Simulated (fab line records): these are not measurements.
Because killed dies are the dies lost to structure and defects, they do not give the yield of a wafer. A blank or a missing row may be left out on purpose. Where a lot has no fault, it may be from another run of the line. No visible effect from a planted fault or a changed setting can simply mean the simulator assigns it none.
Split-lot study	flow n5Finfet	route with 1938 steps; 7 lots, 21 wafers read

== THE SPLIT ==
At N5_BEOL_M7_TRENCH_ETCH_37 (etches SiCOH lowk in C4F6/O2, target depth 93.478 nm, time 31.2 s), the setting timeS was moved away from the recipe's 31.2 s on 5 of the 21 wafers read, by -12.8% to +15.1%. All remaining wafers had this setting at the recipe value.

== FROM THE SPLIT TO THE READING: what the file shows between them, 11 steps ==
- N5_BEOL_M7_ETCH_41: etches SiCN in CH3F/O2, target depth 31.9 nm, time 57.8 s (also split here: sourceW)
- N5_BEOL_M7_STRIP_80: strips in N2/H2, time 10 s
- N5_BEOL_M7_OCD_MEAS_38
- N5_BEOL_M7_HM_STRIP_39: strips TiN in peroxide tin strip, target depth 25 nm, time 158 s
- N5_BEOL_M7_SRD_40: time 30 s
- N5_BEOL_M7_ECD_50: material Cu, target thk 300 nm
- N5_BEOL_M7_ANNEAL_51: time 90 s
- N5_BEOL_M7_CMP_52: polishes, stops on SiCOH lowk, t overpolish 6.9 s, target thk 80 nm
- N5_BEOL_M7_THK_MEAS_53: measures by xrf
- N5_BEOL_M7_PRE_CLEAN_55: time 15 s
- N5_BEOL_M7_DEP_56: deposits SiCN from 3MS/NH3, target thk 10 nm, time 17.5 s

== THE READING ==
M7_RS (ohm/sq), read at N5_BEOL_M7_RS_MEAS_57 with a four-point probe. A value of 0.292 ohm/sq with a standard deviation of 0.0089 ohm/sq is what fault-free wafers of this fab line usually give.

wafer	tool, chamber at the split	timeS as run, s	against the recipe	M7_RS, ohm/sq	against lot-mates on the recipe
L076.2	rieDiel-05, 3	31.2	recipe	0.288	-
L076.5	rieDiel-05, 2	31.2	recipe	0.299	-
L076.6	rieDiel-05, 1	31.2	recipe	0.293	-
L080.1	rieDiel-01, 2	31.2	recipe	0.291	-
L080.3	rieDiel-01, 1	35.9	+15.1%	0.238	-0.053
L080.6	rieDiel-01, 2	35.9	+15.1%	0.244	-0.047
L079.1	rieDiel-05, 0	27.22	-12.8%	0.346	+0.046
L079.2	rieDiel-05, 1	31.2	recipe	0.296	-
L079.3	rieDiel-05, 2	31.2	recipe	0.303	-
L083.4	rieDiel-02, 1	31.2	recipe	0.285	-
L083.5	rieDiel-02, 2	31.2	recipe	0.285	-
L083.6	rieDiel-02, 3	31.2	recipe	0.299	-
L086.2	rieDiel-05, 0	31.2	recipe	0.289	-
L086.3	rieDiel-05, 3	29.42	-5.7%	0.314	+0.022
L086.4	rieDiel-05, 2	31.2	recipe	0.295	-
L091.1	rieDiel-02, 1	31.2	recipe	0.291	-
L091.2	rieDiel-02, 3	33.41	+7.1%	0.269	-0.019
L091.3	rieDiel-02, 2	31.2	recipe	0.286	-
L092.3	rieDiel-05, 3	31.2	recipe	0.287	-
L092.4	rieDiel-05, 0	31.2	recipe	0.287	-
L092.5	rieDiel-05, 3	31.2	recipe	0.288	-

THE FIT
A straight line over all 21 wafers: M7_RS changes by -0.00361 ohm/sq for each +1% of timeS; r = -0.97; the points scatter about the line by 0.0055 ohm/sq.
The same after taking each lot's own level away (the mean of its wafers on the recipe; 21 wafers): -0.0034 ohm/sq for each +1%; r = -0.98; scatter 0.004 ohm/sq.
That fit puts the effect of the largest move of timeS on the reading at 0.051 ohm/sq.
Across the lots, their own levels run from 0.2873 to 0.2995 ohm/sq, a range of 1.4 times the standard deviation given above.
The two slopes are in agreement: the lot-to-lot level therefore moves the slope only a little.
Check: -0.0493 ohm/sq against its lot-mates is what the line predicts for one of the wafers moved furthest among these (+15.1%) when that wafer is left out of the fit. It came out at -0.053 ohm/sq against them.

== FURTHER SPLITS ON THESE WAFERS ==
Note: prior to the reading, these wafers also went through further splits. Each is held against what the fit with the lots' levels taken away leaves over:
other split on the same wafers	wafers away from the commonest value	r with M7_RS (lot level and that fit taken away)
N5_BEOL_M5_VIA_ETCH_34 biasW	9	-0.30
N5_BEOL_M5_ETCH_41 sourceW	7	+0.04
N5_BEOL_M6_EXPOSE_08 doseMj	4	-0.07
N5_BEOL_M7_PECVD_70 tempC	3	-0.22
N5_BEOL_M7_ETCH_41 sourceW	7	+0.11

== THE WHOLE CHAIN: every reading that the file lists as answering this split, in the file's order ==
step	what it does	reading	change (the file's fit)	r (the file's)
N5_BEOL_M7_TRENCH_ETCH_37	etches SiCOH lowk in C4F6/O2, target depth 93.478 nm, time 31.2 s	etch.depthNm (the simulator's own value, which no gauge read)	+0.848 nm for each +1% of the setting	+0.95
N5_BEOL_M7_TRENCH_ETCH_37	etches SiCOH lowk in C4F6/O2, target depth 93.478 nm, time 31.2 s	BEOL_M7.featureDepthNm (the simulator's own value, which no gauge read)	+0.845 nm for each +1% of the setting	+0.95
N5_BEOL_M7_OCD_MEAS_38		trenchDepthNm	+0.876 nm for each +1% of the setting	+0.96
N5_BEOL_M7_CMP_52	polishes, stops on SiCOH lowk, t overpolish 6.9 s, target thk 80 nm	Cu_of_BEOL_M7_ECD_50.thkNm (the simulator's own value, which no gauge read)	+0.813 nm for each +1% of the setting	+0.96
N5_BEOL_M7_THK_MEAS_53	measures by xrf	M7_THK	+0.786 for each +1% of the setting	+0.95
N5_BEOL_M7_RS_MEAS_57	measures by four-point-probe	M7_RS	-0.00341 for each +1% of the setting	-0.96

== THE FILE'S OWN FIT ==
M7_RS changes by -0.00341 ohm/sq for each +1% of timeS, r = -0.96.
